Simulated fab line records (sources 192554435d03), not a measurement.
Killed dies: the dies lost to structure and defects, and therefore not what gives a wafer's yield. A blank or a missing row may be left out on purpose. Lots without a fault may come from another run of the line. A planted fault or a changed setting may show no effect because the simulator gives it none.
fab line records	flow n5Finfet
record lots=7	wafers=21
route steps=1938 shown BEOL_M9@1446 BEOL_M11@1543
startH: start of the lot's first displayed wafer, in hours after the record's first day	waitH: how many hours have passed since the lot's step before this one	" the same as in the row above	L1.1+2: several wafers, shown together as one row	- no value present, or no start provided	* or withheld: withheld	< > ~ a bound
route shown NAME@n: NAME is a module with steps in the file, n the number in the route of the first one	usual: mean/standard deviation taken from wafers without a fault	same: alike in all rows	chamber/n: place in a boat	sites: the reading at each site	_std_site: standard deviation across them	_edge_site: mean of outer sites minus mean of inner sites	radiusMm: for every site, how far away it sits from the centre of the wafer	mask NAME#n: copy n	behind: tool/chamber where the wafer was last shaped	hold: why the lot went on hold/how many hours it stayed there/how the hold came to an end	device: whichever transistor did not switch (one of n, p or np)	end of line: tests run on the same wafers once the route is complete	for a step that has no rows: nothing shown but its recipe	killed: not the wafer's yield, but the dies lost to structure and defects at the first sort	map: the dies of a wafer, with x for killed, . for not killed, _ for no die there
set.NAME: the setting as run; set.NAME@STEP: as run at that earlier step	model.NAME: the simulator's own value behind a step, which no gauge read
lots run with intentionally changed settings; tables by step, rows by wafer
## steps
# step N5_BEOL_M9_TRENCH_ETCH_37
# recipe chemistry=C4F6/O2	targetDepthA=1514.3	target=SiCOH_lowk	timeS=49	ionEnergyEv=250	pressureMtorr=30	sourceW=345	biasW=185	Ar_flow_sccm=300	C4F6_flow_sccm=10	O2_flow_sccm=10
lot.wafer	tool	chamber	startH	waitH	set.timeS	model.etch.depthNm	model.BEOL_M9.featureDepthNm	model.TiN_of_BEOL_M9_HM_DEP_02.thkNm
L076.1	rieDiel-01	1	-	-	49	154.4	154.4	16
L076.2	"	2	"	"	49	155.1	155	15.6
L076.5	"	2	"	"	49	155.5	155.4	16
L075.1	rieDiel-03	2	-	-	49	147.6	147.6	15.8
L075.2	"	1	"	"	58.92	181.4	181.4	14.6
L075.4	"	0	"	"	58.92	182.8	182.8	14.6
L079.3	rieDiel-01	0	-	-	49	150.4	150.4	15.4
L079.4	"	2	"	"	49	151	151	15.6
L079.5	"	0	"	"	38.24	116.8	116.8	16.8
L080.2	rieDiel-01	3	-	-	49	152	152	16
L080.3	"	0	"	"	49	151.3	151.4	16
L080.5	"	0	"	"	49	151	151	15.8
L089.2	rieDiel-03	2	-	-	59.77	177.8	177.8	14.8
L089.3	"	3	"	"	49	148.1	148.2	15.6
L089.6	"	2	"	"	49	146	146	15.8
L092.1	rieDiel-03	0	-	-	49	150.6	150.6	16
L092.3	"	1	"	"	49	151.7	151.6	15.6
L092.4	"	3	"	"	49	150.4	150.4	15.6
L097.2	rieDiel-03	0	-	-	56.97	175.8	175.8	14.8
L097.5	"	0	"	"	56.97	176.1	176.2	15
L097.6	"	2	"	"	56.97	169.5	169.4	15.4
# step N5_BEOL_M9_ETCH_41
# recipe chemistry=CH3F/O2	target=SiCN	targetDepthA=366	taperDeg=2	timeS=70.1	ionEnergyEv=120	maskMaterial=TiN	pressureMtorr=30	sourceW=395	biasW=75	Ar_flow_sccm=150	CH3F_flow_sccm=30	O2_flow_sccm=20
# step N5_BEOL_M9_STRIP_80
# recipe chemistry=N2/H2	timeS=10	powerW=450	tempC=40	pressureMtorr=20	rfFrequencyHz=6e+07	biasPowerW=7	n2FlowSccm=200	h2FlowSccm=200
# step N5_BEOL_M9_OCD_MEAS_38
# usual trenchDepthNm=150.9/2.5
lot.wafer	tool	chamber	startH	waitH	set.timeS@BEOL_M9_TRENCH_ETCH_37	trenchDepthNm
L076.1	ocd-02	-	211.69	-	49	154.6
L076.2	"	-	"	"	49	155.1
L076.5	"	-	"	"	49	155.3
L075.1	ocd-01	-	229.01	-	49	147.9
L075.2	"	-	"	"	58.92	181.5
L075.4	"	-	"	"	58.92	183.4
L079.3	ocd-02	-	243.51	-	49	150.0
L079.4	"	-	"	"	49	151.1
L079.5	"	-	"	"	38.24	116.6
L080.2	ocd-01	-	263.72	-	49	151.4
L080.3	"	-	"	"	49	150.7
L080.5	"	-	"	"	49	151.3
L089.2	ocd-02	-	316.94	-	59.77	177.8
L089.3	"	-	"	"	49	148.5
L089.6	"	-	"	"	49	146.4
L092.1	ocd-01	-	321.95	-	49	150.5
L092.3	"	-	"	"	49	151.8
L092.4	"	-	"	"	49	150.7
L097.2	ocd-02	-	358.18	-	56.97	175.7
L097.5	"	-	"	"	56.97	176.7
L097.6	"	-	"	"	56.97	169.7
# step N5_BEOL_M9_HM_STRIP_39
# recipe chemistry=peroxideTinStrip	material=TiN	targetDepthA=250	tempC=50	timeS=158
# step N5_BEOL_M9_SRD_40
# recipe timeS=30	tempC=23	rinseLiquid=diw	dry=ipaMarangoni
# step N5_BEOL_M9_ECD_50
# recipe material=Cu	targetThkA=3180
# step N5_BEOL_M9_ANNEAL_51
# recipe tempC=225	timeS=90	ambient=N2
# step N5_BEOL_M9_CMP_52
# recipe stopOn=SiCOH_lowk	tOverpolishS=7	downForcePsi=1	platenRpm=50	clearingPlatenDownForcePsi=1.5	clearingPlatenRpm=50	postCmpClean=cuAlkaline	targetThkNm=140	clearingPlatenPadVelocityMS=0.99484	padVelocityMS=0.99484
lot.wafer	tool	chamber	startH	waitH	set.timeS@BEOL_M9_TRENCH_ETCH_37	model.Cu_of_BEOL_M9_ECD_50.thkNm
L076.2	cmp-01	2	216.48	0.2	49	141
L076.1	"	0	"	"	49	141.4
L076.5	"	3	"	"	49	142.8
L075.4	cmp-03	3	231.17	0.2	58.92	170
L075.2	"	0	"	"	58.92	169
L075.1	"	1	"	"	49	135
L079.3	cmp-03	3	245.88	0.2	49	139.4
L079.4	"	1	"	"	49	140.4
L079.5	"	0	"	"	38.24	104.2
L080.2	cmp-04	0	266.37	0.2	49	141.4
L080.3	"	2	"	"	49	140.8
L080.5	"	0	"	"	49	139.4
L089.3	cmp-03	0	319.59	0.2	49	137.2
L089.2	"	3	"	"	59.77	165.8
L089.6	"	1	"	"	49	136
L092.3	cmp-04	2	324.35	0.2	49	140
L092.4	"	0	"	"	49	138
L092.1	"	1	"	"	49	138.4
L097.2	cmp-01	2	361.73	0.3	56.97	163.2
L097.6	"	0	"	"	56.97	158
L097.5	"	1	"	"	56.97	163.8
# step N5_BEOL_M9_THK_MEAS_53
# recipe thkMeasGauge=xrf	reads=Cu_of_BEOL_M9_ECD_50
# usual M9_THK=141.6/2.8
lot.wafer	tool	chamber	startH	waitH	set.timeS@BEOL_M9_TRENCH_ETCH_37	M9_THK[nm]
L076.1	filmMetro-01	-	216.77	-	49	143.8
L076.2	"	-	"	"	49	144.4
L076.5	"	-	"	"	49	146.0
L075.1	filmMetro-02	-	231.43	-	49	136.3
L075.2	"	-	"	"	58.92	171.8
L075.4	"	-	"	"	58.92	173.0
L079.3	filmMetro-02	-	246.17	-	49	143.0
L079.4	"	-	"	"	49	144.0
L079.5	"	-	"	"	38.24	106.9
L080.2	filmMetro-01	-	266.66	-	49	142.0
L080.3	"	-	"	"	49	141.7
L080.5	"	-	"	"	49	140.7
L089.2	filmMetro-02	-	319.89	-	59.77	168.7
L089.3	"	-	"	"	49	139.3
L089.6	"	-	"	"	49	138.7
L092.1	filmMetro-01	-	324.65	-	49	141.0
L092.3	"	-	"	"	49	142.1
L092.4	"	-	"	"	49	140.1
L097.2	filmMetro-01	-	361.95	-	56.97	165.6
L097.5	"	-	"	"	56.97	167.3
L097.6	"	-	"	"	56.97	160.8
# step N5_BEOL_M9_PRE_CLEAN_55
# recipe gas=NH3	timeS=15	tempC=withheld	rfPowerW=300
# step N5_BEOL_M9_DEP_56
# recipe material=SiCN	targetThkA=150	tempC=withheld	precursor=3MS/NH3	pressureTorr=3	rfW=202	timeS=26.5
# step N5_BEOL_M9_RS_MEAS_57
# recipe thkMeasGauge=four-point-probe	reads=Cu_of_BEOL_M9_ECD_50+Co_of_BEOL_M9_CVD_78+TaN_of_BEOL_M9_ALD_74
# usual M9_RS=0.152/0.0032
lot.wafer	tool	chamber	startH	waitH	set.timeS@BEOL_M9_TRENCH_ETCH_37	M9_RS[ohm/sq]
L076.1	filmMetro-02	-	216.91	0.1	49	0.149
L076.2	"	-	"	"	49	0.150
L076.5	"	-	"	"	49	0.147
L075.1	filmMetro-01	-	231.60	0.1	49	0.157
L075.2	"	-	"	"	58.92	0.123
L075.4	"	-	"	"	58.92	0.122
L079.3	filmMetro-01	-	246.31	0.1	49	0.151
L079.4	"	-	"	"	49	0.150
L079.5	"	-	"	"	38.24	0.210
L080.2	filmMetro-02	-	266.80	0.1	49	0.149
L080.3	"	-	"	"	49	0.150
L080.5	"	-	"	"	49	0.151
L089.2	filmMetro-01	-	320.02	0.1	59.77	0.125
L089.3	"	-	"	"	49	0.154
L089.6	"	-	"	"	49	0.156
L092.1	filmMetro-01	-	324.78	0.1	49	0.153
L092.3	"	-	"	"	49	0.151
L092.4	"	-	"	"	49	0.153
L097.2	filmMetro-01	-	362.09	0.1	56.97	0.127
L097.5	"	-	"	"	56.97	0.127
L097.6	"	-	"	"	56.97	0.132
# step N5_BEOL_M11_COAT_05
# recipe resist=CAR-ArF	spinRpm=1500	resistThkNm=90
lot.wafer	tool	chamber	startH	waitH	set.spinRpm	model.CAR-ArF_of_BEOL_M11_COAT_05.thkNm
L076.1	lithoTrack-02	0	-	-	1575	88.4
L076.2+5	"	0	"	"	1500	90.4
L075.1+2+4	lithoTrack-01	0	-	-	1650	86
L079.3	lithoTrack-03	0	-	-	1500	89.6
L079.4+5	"	0	"	"	1500	89.8
L080.2	lithoTrack-03	0	-	-	1402	93.2
L080.3+5	"	0	"	"	1402	93
L089.2	lithoTrack-02	0	-	-	1500	89.6
L089.3	"	0	"	"	1500	90
L089.6	"	0	"	"	1500	89.8
L092.1+3	lithoTrack-03	0	-	-	1500	90.4
L092.4	"	0	"	"	1500	90.2
L097.2	lithoTrack-03	0	-	-	1615	86.6
L097.5	"	0	"	"	1615	86.8
L097.6	"	0	"	"	1500	90
# step N5_BEOL_M11_EXPOSE_08
# recipe maskId=M11	na=1.35	sourceShape=dipole	sigmaInner=0.411	sigmaOuter=0.611	polarization=te	doseMj=53.75
lot.wafer	tool	chamber	startH	waitH	mask	set.doseMj
L076.1+2	arfiScanner-03	0	226.25	-	M11#0	53.75
L076.5	"	0	"	"	M11#0	52.71
L075.1	arfiScanner-01	0	243.22	-	M11#0	53.75
L075.2+4	"	0	"	"	M11#0	56.49
L079.3+4	arfiScanner-02	0	255.44	-	M11#0	53.75
L079.5	"	0	"	"	M11#0	55.93
L080.2+5	arfiScanner-02	0	277.53	-	M11#0	57.2
L080.3	"	0	"	"	M11#0	53.75
L089.2+6	arfiScanner-01	0	330.79	-	M11#0	52.46
L089.3	"	0	"	"	M11#0	53.75
L092.1+3+4	arfiScanner-02	0	336.09	-	M11#0	53.75
L097.2+5	arfiScanner-03	0	374.22	-	M11#0	51.85
L097.6	"	0	"	"	M11#0	53.75
# step N5_BEOL_M11_PEB_09
# recipe pebTempC=withheld	pebTimeS=60	resist=CAR-ArF
# step N5_BEOL_M11_DEVELOP_10
# recipe developTimeS=30	developer=TMAH	resist=CAR-ArF	rinseLiquid=diw	dry=airSpin	devTempC=23
lot.wafer	tool	chamber	startH	waitH	set.spinRpm@BEOL_M11_COAT_05	model.CAR-ArF_of_BEOL_M11_COAT_05.thkNm
L076.1	lithoTrack-02	0	-	-	1575	86.8
L076.2+5	"	0	"	"	1500	88.6
L075.1+4	lithoTrack-01	0	-	-	1650	84.2
L075.2	"	0	"	"	1650	84.4
L079.3+5	lithoTrack-01	0	-	-	1500	88
L079.4	"	0	"	"	1500	88.2
L080.2	lithoTrack-03	0	-	-	1402	91.6
L080.3+5	"	0	"	"	1402	91.2
L089.2+6	lithoTrack-03	0	-	-	1500	88
L089.3	"	0	"	"	1500	88.2
L092.1+3	lithoTrack-02	0	-	-	1500	88.8
L092.4	"	0	"	"	1500	88.6
L097.2	lithoTrack-01	0	-	-	1615	84.8
L097.5	"	0	"	"	1615	85
L097.6	"	0	"	"	1500	88.4
# step N5_BEOL_M11_CD_MEAS_11
# recipe targetCdNm=64.1	landingEnergyEv=500	detector=seInlens	polarity=opening
# usual cdNm=64.3/0.52
lot.wafer	tool	chamber	startH	waitH	set.doseMj@BEOL_M11_EXPOSE_08	cdNm
L076.1	cdSem-02	0	226.37	-	53.75	64.1
L076.2	"	0	"	"	53.75	64.3
L076.5	"	0	"	"	52.71	63.8
L075.1	cdSem-01	0	243.35	-	53.75	64.3
L075.2	"	0	"	"	56.49	67.2
L075.4	"	0	"	"	56.49	66.8
L079.3	cdSem-01	0	255.56	-	53.75	64.2
L079.4	"	0	"	"	53.75	64.2
L079.5	"	0	"	"	55.93	66.4
L080.2	cdSem-01	0	277.65	-	57.2	67.5
L080.3	"	0	"	"	53.75	64.4
L080.5	"	0	"	"	57.2	66.7
L089.2	cdSem-01	0	330.91	-	52.46	63.3
L089.3	"	0	"	"	53.75	65.1
L089.6	"	0	"	"	52.46	61.9
L092.1	cdSem-01	0	336.22	-	53.75	63.9
L092.3	"	0	"	"	53.75	64.4
L092.4	"	0	"	"	53.75	64.8
L097.2	cdSem-02	0	374.34	-	51.85	62.1
L097.5	"	0	"	"	51.85	61.9
L097.6	"	0	"	"	53.75	64.5
# step N5_BEOL_M11_DESCUM_16
# recipe chemistry=O2	timeS=7.9	sourcePowerW=50	biasPowerW=20	pressureMtorr=20	rfFrequencyHz=2.712e+07	tempC=40	resist=CAR-ArF	o2FlowSccm=225
lot.wafer	tool	chamber	startH	waitH	set.spinRpm@BEOL_M11_COAT_05	model.CAR-ArF_of_BEOL_M11_COAT_05.thkNm
L076.1	rieDiel-01	1	227.30	0.9	1575	81.8
L076.2+5	"	0,3	"	"	1500	83.8
L075.1+2+4	rieDiel-01	1,2,0	243.73	0.3	1650	79.4
L079.3+5	rieDiel-01	0,3	256.05	0.4	1500	83
L079.4	"	1	"	"	1500	83.2
L080.2	rieDiel-06	2	277.74	0.0	1402	86.6
L080.3+5	"	0,2	"	"	1402	86.4
L089.2	rieDiel-06	2	331.40	0.4	1500	83
L089.3	"	0	"	"	1500	83.4
L089.6	"	3	"	"	1500	83.2
L092.1+3	rieDiel-06	3,0	336.31	0.0	1500	84
L092.4	"	2	"	"	1500	83.6
L097.2	rieDiel-03	2	374.57	0.2	1615	80
L097.5	"	2	"	"	1615	80.2
L097.6	"	1	"	"	1500	83.6
# step N5_BEOL_M11_ETCH_61
# recipe chemistry=CF4	target=SiARC	targetDepthA=390	maskMaterial=CAR-ArF	timeS=65	ionEnergyEv=80	pressureMtorr=40	sourceW=545	biasW=36	Ar_flow_sccm=100	cf4FlowSccm=100	ends=cleared
lot.wafer	tool	chamber	startH	waitH	set.doseMj@BEOL_M11_EXPOSE_08	model.BEOL_M11.cdOffsetNm
L076.1+2	rieDiel-01	1,0	227.33	0.0	53.75	0.2
L076.5	"	3	"	"	52.71	-0.4
L075.1	rieDiel-01	1	243.76	0.0	53.75	0
L075.2	"	2	"	"	56.49	3
L075.4	"	0	"	"	56.49	2.6
L079.3	rieDiel-01	0	256.08	0.0	53.75	0.2
L079.4	"	1	"	"	53.75	0
L079.5	"	3	"	"	55.93	1.6
L080.2	rieDiel-06	2	277.77	0.0	57.2	3.6
L080.3	"	0	"	"	53.75	0
L080.5	"	2	"	"	57.2	2.4
L089.2	rieDiel-06	2	331.43	0.0	52.46	-0.8
L089.3	"	0	"	"	53.75	0.8
L089.6	"	3	"	"	52.46	-1.8
L092.1	rieDiel-06	3	336.34	0.0	53.75	-0.2
L092.3+4	"	0,2	"	"	53.75	0.4
L097.2	rieDiel-03	2	374.61	0.0	51.85	-2
L097.5	"	2	"	"	51.85	-1.8
L097.6	"	1	"	"	53.75	0.6
# step N5_BEOL_M11_ETCH_62
# recipe chemistry=N2/H2	target=SOC	targetDepthA=1100	overetchA=220	maskMaterial=SiARC	tempC=40	timeS=165	ionEnergyEv=200	pressureMtorr=30	sourceW=840	biasW=150	n2FlowSccm=200	h2FlowSccm=200
# step N5_BEOL_M11_STRIP_68
# recipe chemistry=N2/H2	tempC=40	n2FlowSccm=200	h2FlowSccm=200	rfFrequencyHz=6e+07
# step N5_BEOL_M11_HM_OPEN_17
# recipe chemistry=Cl2/BCl3	targetDepthA=200	overetchA=60	target=TiN	maskMaterial=SOC	ionEnergyEv=150	pressureMtorr=10	icpW=1000	biasW=126	Cl2_flow_sccm=53.25	bcl3FlowSccm=21.75	Ar_flow_sccm=25
# step N5_BEOL_M11_STRIP_19
# recipe chemistry=O2	powerW=400	tempC=40	pressureMtorr=30	rfFrequencyHz=6e+07	biasPowerW=0	overashFraction=0.2	o2FlowSccm=225
# step N5_BEOL_M11_CD_MEAS_18
# recipe pitchNm=140	targetCdNm=70
# usual cdNm=70.2/0.56
lot.wafer	tool	chamber	startH	waitH	set.doseMj@BEOL_M11_EXPOSE_08	cdNm
L076.1	cdSem-01	-	227.86	0.0	53.75	70.1
L076.2	"	-	"	"	53.75	70.5
L076.5	"	-	"	"	52.71	69.8
L075.1	cdSem-01	-	244.28	0.1	53.75	69.8
L075.2	"	-	"	"	56.49	73.4
L075.4	"	-	"	"	56.49	73.3
L079.3	cdSem-02	-	256.63	0.1	53.75	70.4
L079.4	"	-	"	"	53.75	70.0
L079.5	"	-	"	"	55.93	70.9
L080.2	cdSem-02	-	278.57	0.1	57.2	73.0
L080.3	"	-	"	"	53.75	69.7
L080.5	"	-	"	"	57.2	72.3
L089.2	cdSem-02	-	331.88	0.1	52.46	69.1
L089.3	"	-	"	"	53.75	70.8
L089.6	"	-	"	"	52.46	67.9
L092.1	cdSem-02	-	336.79	0.0	53.75	69.9
L092.3	"	-	"	"	53.75	70.4
L092.4	"	-	"	"	53.75	70.2
L097.2	cdSem-01	-	375.03	0.1	51.85	67.9
L097.5	"	-	"	"	51.85	67.9
L097.6	"	-	"	"	53.75	70.3
# step N5_BEOL_M11_TRENCH_ETCH_37
# recipe chemistry=C4F6/O2	targetDepthA=1488.3	target=SiCOH_lowk	timeS=48	ionEnergyEv=250	pressureMtorr=30	sourceW=345	biasW=185	Ar_flow_sccm=300	C4F6_flow_sccm=10	O2_flow_sccm=10
lot.wafer	tool	chamber	startH	waitH	set.timeS	model.BEOL_M11.featureDepthNm	model.etch.depthNm	model.TiN_of_BEOL_M11_HM_DEP_02.thkNm
L076.1	rieDiel-03	1	-	-	48	147	147.1	16.4
L076.2	"	0	"	"	56.17	174.6	174.5	15.4
L076.5	"	2	"	"	48	144.4	144.4	16.4
L075.1	rieDiel-01	1	-	-	48	151.2	151.3	15.8
L075.2	"	2	"	"	38.76	121.4	121.4	16.8
L075.4	"	3	"	"	38.76	123.8	123.9	16.6
L079.3	rieDiel-01	2	-	-	48	149.8	149.9	15.4
L079.4	"	0	"	"	48	149.2	149.2	15.6
L079.5	"	3	"	"	40.02	125	125	16.4
L080.2	rieDiel-01	0	-	-	48	150	150	16.4
L080.3	"	2	"	"	44.48	139.2	139.2	16.4
L080.5	"	1	"	"	44.48	139.6	139.6	16.6
L089.2	rieDiel-06	3	-	-	44.37	138	138.1	16.2
L089.3	"	0	"	"	44.37	135.6	135.5	16.2
L089.6	"	0	"	"	48	145.6	145.6	16.2
L092.1	rieDiel-06	2	-	-	48	151.8	151.7	16.2
L092.3	"	0	"	"	48	147.4	147.5	16.6
L092.4	"	0	"	"	48	145.2	145.2	16.4
L097.2	rieDiel-03	3	-	-	48	150.4	150.4	16
L097.5	"	3	"	"	48	150.2	150.2	16.6
L097.6	"	0	"	"	48	149.2	149.2	16.6
## key
split step=N5_BEOL_M9_TRENCH_ETCH_37	setting=timeS	stated=49	by=wafer
response step=N5_BEOL_M9_TRENCH_ETCH_37	reading=model.etch.depthNm	change=+1.54	per=1%	r=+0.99
response step=N5_BEOL_M9_TRENCH_ETCH_37	reading=model.BEOL_M9.featureDepthNm	change=+1.54	per=1%	r=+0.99
response step=N5_BEOL_M9_TRENCH_ETCH_37	reading=model.TiN_of_BEOL_M9_HM_DEP_02.thkNm	change=-0.0528	per=1%	r=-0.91
response step=N5_BEOL_M9_OCD_MEAS_38	reading=trenchDepthNm	change=+1.54	per=1%	r=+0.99
response step=N5_BEOL_M9_CMP_52	reading=model.Cu_of_BEOL_M9_ECD_50.thkNm	change=+1.54	per=1%	r=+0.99
response step=N5_BEOL_M9_THK_MEAS_53	reading=M9_THK	change=+1.59	per=1%	r=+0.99
response step=N5_BEOL_M9_RS_MEAS_57	reading=M9_RS	change=-0.00193	per=1%	r=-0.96
split step=N5_BEOL_M11_COAT_05	setting=spinRpm	stated=1500	by=wafer
response step=N5_BEOL_M11_COAT_05	reading=model.CAR-ArF_of_BEOL_M11_COAT_05.thkNm	change=-0.421	per=1%	r=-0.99
response step=N5_BEOL_M11_DEVELOP_10	reading=model.CAR-ArF_of_BEOL_M11_COAT_05.thkNm	change=-0.428	per=1%	r=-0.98
response step=N5_BEOL_M11_DESCUM_16	reading=model.CAR-ArF_of_BEOL_M11_COAT_05.thkNm	change=-0.44	per=1%	r=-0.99
split step=N5_BEOL_M11_EXPOSE_08	setting=doseMj	stated=53.75	by=wafer
response step=N5_BEOL_M11_CD_MEAS_11	reading=cdNm	change=+0.526	per=1%	r=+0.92
response step=N5_BEOL_M11_ETCH_61	reading=model.BEOL_M11.cdOffsetNm	change=+0.517	per=1%	r=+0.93
response step=N5_BEOL_M11_CD_MEAS_18	reading=cdNm	change=+0.522	per=1%	r=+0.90
split step=N5_BEOL_M11_TRENCH_ETCH_37	setting=timeS	stated=48	by=wafer
response step=N5_BEOL_M11_TRENCH_ETCH_37	reading=model.BEOL_M11.featureDepthNm	change=+1.52	per=1%	r=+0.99
response step=N5_BEOL_M11_TRENCH_ETCH_37	reading=model.etch.depthNm	change=+1.52	per=1%	r=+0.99
response step=N5_BEOL_M11_TRENCH_ETCH_37	reading=model.TiN_of_BEOL_M11_HM_DEP_02.thkNm	change=-0.0478	per=1%	r=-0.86
